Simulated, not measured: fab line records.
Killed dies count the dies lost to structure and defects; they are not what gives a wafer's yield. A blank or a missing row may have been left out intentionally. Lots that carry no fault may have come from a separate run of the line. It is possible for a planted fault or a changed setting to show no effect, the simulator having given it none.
fab line records	flow nandHarc
record lots=12	wafers=36	lastDay=33
route steps=1302 shown A_CONTACT@1066
lots that met no fault: from a run of the same line without faults
startH: start of the lot's first displayed wafer, in hours after the record's first day	waitH: time in hours since the lot's previous step	" unchanged from the row above	L1.1+2: one row covering several wafers at once	- no value, or no start given	* or withheld: withheld	< > ~ a bound
route shown NAME@n: NAME is a module with steps in the file, n the number in the route of the first one	usual: mean/standard deviation of fault-free wafers	same: alike in all rows	chamber/n: place in a boat	sites: readings site by site	_std_site: standard deviation of those values	_edge_site: outer sites' mean less inner sites'	radiusMm: how far each site lies from the wafer's centre	mask NAME#n: copy n	behind: the tool/chamber that last shaped the wafer	hold: why the lot went on hold/how many hours it stayed there/how the hold came to an end	device: the transistor (n, p or np) that didn't switch	end of line: tests of these same wafers at the route's end	where a step has no rows: the recipe by itself	killed: dies lost to structure and defects at the first sort, not the wafer's yield	map: dies across one wafer; x = killed, . = not, _ = none there
set.NAME: the setting the step ran with; set.NAME@STEP: the setting that earlier step ran with	model.NAME: the simulator's own value behind a step, which no gauge read
steps of the route over a sample of lots; a table a step, a row a wafer
services: the hour from which a tool's chamber was out of use, counted from the record's first day as startH (under 0 if before that day), plus the number of hours and why
## steps
# step NHARC_A_CONTACT_DEP_84
# recipe targetThkA=28000	tempC=400	material=aC
# usual throttleValvePct=35.000/0.0081
lot.wafer	tool	chamber	startH	waitH	throttleValvePct
L981.1	aclDep-02	0	517.50	-	34.999
L981.4	"	0	"	"	34.995
L981.5	"	0	"	"	34.989
L980.2	aclDep-01	0	518.62	-	35.017
L980.5	"	0	"	"	34.997
L980.6	"	0	"	"	35.027
L983.1	aclDep-02	0	549.99	-	35.002
L983.3	"	0	"	"	34.990
L983.6	"	0	"	"	35.007
L985.1	aclDep-02	0	568.96	-	35.000
L985.3	"	0	"	"	34.983
L985.5	"	0	"	"	35.002
L986.3	aclDep-02	0	595.32	-	35.002
L986.4	"	0	"	"	34.999
L986.5	"	0	"	"	34.996
L989.2	aclDep-03	0	595.41	-	34.998
L989.3	"	0	"	"	35.003
L989.5	"	0	"	"	34.990
L992.1	aclDep-03	0	628.29	-	35.009
L992.2	"	0	"	"	35.008
L992.6	"	0	629.72	-	35.002
L997.1	aclDep-03	0	653.85	-	34.999
L997.3	"	0	"	"	34.997
L997.5	"	0	"	"	34.998
L996.1	aclDep-02	0	658.91	-	35.001
L996.5	"	0	660.03	-	35.002
L996.6	"	0	"	"	35.002
L998.1	aclDep-01	0	680.79	-	35.008
L998.2	"	0	"	"	34.987
L998.5	"	0	"	"	35.005
L101.3	aclDep-01	0	705.52	-	34.996
L101.4	"	0	"	"	35.006
L101.5	"	0	"	"	34.976
L103.1	aclDep-02	0	734.29	-	35.000
L103.2	"	0	"	"	34.991
L103.3	"	0	"	"	35.001
# step NHARC_A_CONTACT_DEP_85
# recipe targetThkA=600	targetThkNm=60	tempC=400	pressureTorr=3.5	flowSccm=200	rfW=350	material=SiON
# usual heaterPowerW=738/75
lot.wafer	tool	chamber	startH	waitH	heaterPowerW
L981.1	pecvd-02	0	519.24	1.5	596
L981.5	"	0	"	"	606
L981.4	"	1	"	"	671
L980.2	pecvd-01	2	520.06	1.2	717
L980.5	"	2	"	"	694
L980.6	"	0	"	"	784
L983.1	pecvd-02	0	551.74	1.5	704
L983.3	"	2	"	"	787
L983.6	"	2	"	"	784
L985.3	pecvd-02	0	570.71	0.9	618
L985.1	"	2	"	"	794
L985.5	"	1	"	"	648
L986.3	pecvd-03	0	596.49	0.9	682
L986.5	"	0	"	"	663
L986.4	"	1	"	"	822
L989.3	pecvd-01	2	597.14	1.2	734
L989.2	"	0	"	"	770
L989.5	"	2	"	"	719
L992.2	pecvd-03	2	630.06	1.2	704
L992.1	"	0	"	"	716
L992.6	"	1	"	"	860
L997.1	pecvd-01	0	655.62	1.5	720
L997.3	"	1	"	"	766
L997.5	"	0	"	"	713
L996.1	pecvd-01	2	660.65	1.5	696
L996.5	"	2	"	"	689
L996.6	"	0	"	"	775
L998.1	pecvd-02	1	682.56	1.5	620
L998.2	"	0	"	"	709
L998.5	"	1	"	"	632
L101.3	pecvd-01	1	706.76	0.9	725
L101.5	"	0	"	"	830
L101.4	"	1	"	"	716
L103.1	pecvd-02	1	736.02	1.4	670
L103.2	"	2	"	"	787
L103.3	"	0	"	"	643
# step NHARC_A_CONTACT_EXPOSE_05
# recipe na=1.35	sigmaOuter=0.8	doseMj=84.24	maskId=A_CC
# usual exposureDoseMJCm2=84.24/0.083	stageVelMmS=499.95/0.23
# same sigmaOuter=0.8
lot.wafer	tool	chamber	startH	waitH	mask	exposureDoseMJCm2	stageVelMmS
L981.1	arfiScanner-02	0	519.67	-	A_CC#0	84.25	500.33
L981.4	"	0	"	"	A_CC#0	84.20	500.22
L981.5	"	0	"	"	A_CC#0	84.07	499.79
L980.2	arfiScanner-01	0	520.74	-	A_CC#0	84.29	499.64
L980.5	"	0	"	"	A_CC#0	84.24	499.61
L980.6	"	0	"	"	A_CC#0	84.30	499.92
L983.1	arfiScanner-02	0	552.20	-	A_CC#0	90.05	499.95
L983.3	"	0	"	"	A_CC#0	90.10	500.07
L983.6	"	0	"	"	A_CC#0	89.93	499.99
L985.1	arfiScanner-02	0	571.16	-	A_CC#0	88.81	499.85
L985.3	"	0	"	"	A_CC#0	88.72	500.37
L985.5	"	0	"	"	A_CC#0	88.81	500.04
L986.3	arfiScanner-02	0	597.08	-	A_CC#0	87.85	499.74
L986.4	"	0	"	"	A_CC#0	87.89	499.82
L986.5	"	0	"	"	A_CC#0	87.92	499.98
L989.2	arfiScanner-02	0	597.57	-	A_CC#0	87.29	499.88
L989.3	"	0	"	"	A_CC#0	87.34	500.16
L989.5	"	0	"	"	A_CC#0	87.37	500.06
L992.1	arfiScanner-01	0	630.61	-	A_CC#0	84.29	499.76
L992.2	"	0	"	"	A_CC#0	84.10	499.95
L992.6	"	0	"	"	A_CC#0	84.27	500.01
L997.1	arfiScanner-03	0	656.08	-	A_CC#0	84.26	499.90
L997.3	"	0	"	"	A_CC#0	84.21	499.64
L997.5	"	0	"	"	A_CC#0	84.22	499.36
L996.1	arfiScanner-03	0	661.08	-	A_CC#0	84.31	499.86
L996.5	"	0	"	"	A_CC#0	84.41	500.06
L996.6	"	0	"	"	A_CC#0	84.30	499.75
L998.1	arfiScanner-03	0	683.23	-	A_CC#0	84.15	500.05
L998.2	"	0	"	"	A_CC#0	84.36	499.99
L998.5	"	0	"	"	A_CC#0	84.21	500.09
L101.3	arfiScanner-03	0	707.17	-	A_CC#0	84.11	499.72
L101.4	"	0	"	"	A_CC#0	84.14	500.18
L101.5	"	0	"	"	A_CC#0	84.06	500.06
L103.1	arfiScanner-03	0	736.60	-	A_CC#0	84.27	500.03
L103.2	"	0	"	"	A_CC#0	84.16	500.25
L103.3	"	0	"	"	A_CC#0	84.16	500.56
# step NHARC_A_CONTACT_CD_MEAS_08
# recipe targetCdNm=200	landingEnergyEv=500
# usual cdNm=200.1/0.54
lot.wafer	tool	chamber	startH	waitH	cdNm
L981.1	cdSem-02	0	519.81	-	200.1
L981.4	"	0	"	"	199.7
L981.5	"	0	"	"	200.3
L980.2	cdSem-03	0	520.87	-	199.6
L980.5	"	0	"	"	200.0
L980.6	"	0	"	"	199.8
L983.1	cdSem-03	0	552.34	-	205.0
L983.3	"	0	"	"	204.2
L983.6	"	0	"	"	204.6
L985.1	cdSem-02	0	571.30	-	204.4
L985.3	"	0	"	"	204.3
L985.5	"	0	"	"	204.4
L986.3	cdSem-03	0	597.22	-	203.7
L986.4	"	0	"	"	202.9
L986.5	"	0	"	"	202.9
L989.2	cdSem-01	0	597.71	-	202.5
L989.3	"	0	"	"	203.0
L989.5	"	0	"	"	203.3
L992.1	cdSem-01	0	630.75	-	200.1
L992.2	"	0	"	"	199.6
L992.6	"	0	"	"	199.5
L997.1	cdSem-01	0	656.22	-	200.2
L997.3	"	0	"	"	200.6
L997.5	"	0	"	"	200.3
L996.1	cdSem-03	0	661.21	-	200.6
L996.5	"	0	"	"	200.2
L996.6	"	0	"	"	200.2
L998.1	cdSem-02	0	683.37	-	201.0
L998.2	"	0	"	"	200.6
L998.5	"	0	"	"	200.8
L101.3	cdSem-01	0	707.31	-	200.0
L101.4	"	0	"	"	200.0
L101.5	"	0	"	"	200.4
L103.1	cdSem-03	0	736.74	-	200.9
L103.2	"	0	"	"	200.6
L103.3	"	0	"	"	200.7
# step NHARC_A_CONTACT_ETCH_88
# recipe targetDepthA=390	overEtchFrac=0.3	timeS=65	ionEnergyEv=80	cf4FlowSccm=150	arFlowSccm=0	rfW=300	biasW=100	chemistry=CF4
# usual drypumpMotorCurrentA=5.6/0.4	oesProductAu=1.000/0.0098	rfVppV=151.1/1.4	showerheadPlenumPTorr=1.75/0.085	throttleValvePct=13.283/0.0093
lot.wafer	tool	chamber	startH	waitH	drypumpMotorCurrentA	oesProductAu	rfHoursCounterH	rfVppV	showerheadPlenumPTorr	throttleValvePct
L981.1	rieDiel-11	1	520.08	0.1	6.1	1.010	8	150.2	1.66	13.277
L981.4	"	3	"	"	5.1	1.009	10	152.5	1.84	13.304
L981.5	"	1	"	"	6.1	0.998	-	149.6	1.66	13.283
L980.2	rieDiel-01	2	521.16	0.1	6.4	0.987	39	149.8	1.67	13.281
L980.6	"	3	"	"	5.8	0.997	-	151.3	1.78	13.287
L980.5	"	0	"	"	6.0	1.000	-	149.8	1.67	13.294
L983.1	rieDiel-05	2	552.71	0.2	5.9	1.014	53	152.6	1.79	13.273
L983.3	"	0	"	"	5.0	0.997	49	152.5	1.78	13.291
L983.6	"	3	"	"	5.2	1.002	-	153.7	1.88	13.293
L985.1	rieDiel-11	0	571.58	0.1	5.4	1.013	16	152.0	1.86	13.280
L985.3	"	2	"	"	5.8	1.003	18	150.6	1.67	13.293
L985.5	"	0	"	"	5.4	1.006	-	153.0	1.86	13.277
L986.4	rieDiel-11	2	597.49	0.1	5.8	0.991	23	151.2	1.67	13.276
L986.3	"	3	"	"	5.0	1.012	23	152.9	1.83	13.293
L986.5	"	1	"	"	6.1	0.993	-	151.4	1.65	13.278
L989.2	rieDiel-01	1	597.99	0.1	5.2	0.994	12	150.6	1.72	13.290
L989.3	"	2	"	"	6.4	0.991	11	150.4	1.66	13.296
L989.5	"	0	"	"	6.0	1.018	-	149.3	1.66	13.285
L992.1	rieDiel-11	1	631.04	0.1	6.0	1.005	2	150.2	1.65	13.269
L992.2	"	2	"	"	5.7	1.000	2	148.8	1.67	13.286
L992.6	"	0	"	"	5.4	0.990	-	152.9	1.86	13.274
L997.1	rieDiel-11	3	656.50	0.1	5.1	0.995	6	152.5	1.83	13.268
L997.3	"	0	"	"	5.4	1.002	6	151.7	1.86	13.284
L997.5	"	1	"	"	6.0	1.003	-	148.8	1.65	13.276
L996.1	rieDiel-11	1	661.49	0.1	6.0	0.994	8	148.9	1.65	13.273
L996.5	"	1	"	"	6.1	0.988	-	149.5	1.65	13.280
L996.6	"	2	"	"	5.8	0.997	-	149.3	1.67	13.292
L998.2	rieDiel-01	0	683.66	0.1	6.0	1.001	40	150.4	1.66	13.275
L998.1	"	3	"	"	5.8	1.006	45	152.5	1.76	13.297
L998.5	"	0	"	"	5.9	0.999	-	150.8	1.66	13.270
L101.3	rieDiel-11	3	707.58	0.1	5.0	0.991	16	152.7	1.83	13.271
L101.4	"	0	"	"	5.4	0.998	15	154.7	1.86	13.277
L101.5	"	2	"	"	5.8	1.008	-	150.6	1.67	13.290
L103.1	rieDiel-11	1	737.17	0.1	6.1	1.010	19	148.9	1.65	13.267
L103.3	"	2	"	"	5.8	1.008	22	148.5	1.67	13.294
L103.2	"	3	"	"	5.1	0.998	22	151.9	1.83	13.281
## services
tool	chamber	startH	hours	kind
pecvd-01	1	505.66	19.1	repair
arfiScanner-03	-	540.00	4.0	pm
rieDiel-11	-	547.39	0.5	repair
rieDiel-11	3	550.39	8.1	repair
aclDep-01	-	554.46	13.0	pm
rieDiel-01	-	558.24	9.0	pm
arfiScanner-03	-	570.20	2.2	repair
pecvd-01	1	582.05	11.5	repair
arfiScanner-02	-	584.56	0.8	repair
pecvd-02	-	589.13	13.0	pm
arfiScanner-02	-	591.23	4.0	pm
pecvd-01	-	593.92	1.4	repair
rieDiel-11	-	609.69	9.0	pm
aclDep-02	-	610.07	13.0	pm
rieDiel-11	-	619.94	0.7	repair
pecvd-01	0	628.62	4.7	repair
arfiScanner-03	-	657.18	0.8	repair
arfiScanner-03	-	661.33	1.4	repair
pecvd-02	-	668.91	1.8	repair
pecvd-01	-	673.03	13.0	pm
arfiScanner-03	-	673.49	1.2	repair
pecvd-02	2	679.61	17.8	repair
rieDiel-11	-	708.43	0.9	repair
arfiScanner-03	-	712.00	4.0	pm
## key
firstSign step=NHARC_A_CONTACT_EXPOSE_05	reading=exposureDoseMJCm2	direction=up	sigmas=51	usual=84.24	struck=88.51
effect step=NHARC_A_CONTACT_CD_MEAS_08	reading=cdNm	direction=up	sigmas=6.9	usual=200.1	struck=203.8	through=controlLoop
metAt NHARC_A_CONTACT_EXPOSE_05
struckLots L983,L985,L986,L989
testerLeftOut L983,L985,L986,L989
loopTrim step=NHARC_A_CONTACT_EXPOSE_05	setting=dose	lots=L985,L986,L989
notActingAt NHARC_A_CONTACT_DEP_84,NHARC_A_CONTACT_DEP_85,NHARC_A_CONTACT_ETCH_88
onsetBetween 519.67 552.20
fault kind=processParameterDrift	tool=arfiScanner-02	chamber=-	onsetH=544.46	steps=NHARC_A_CONTACT_EXPOSE_05	channel=doseMj	offset=5.8072	shape=step	actsIn=theseRecipesOnly	stated=84.24
# testerLeftOut: of these lots the tester's yield and bins aren't shown, on N5 and GAA mostly nor the transistor test; their killed dies are dies lost to structure and defects alone, not to doping, threshold or leakage, so they don't give the yield
# loopTrim: a control loop set the setting to another value than it would have without faults
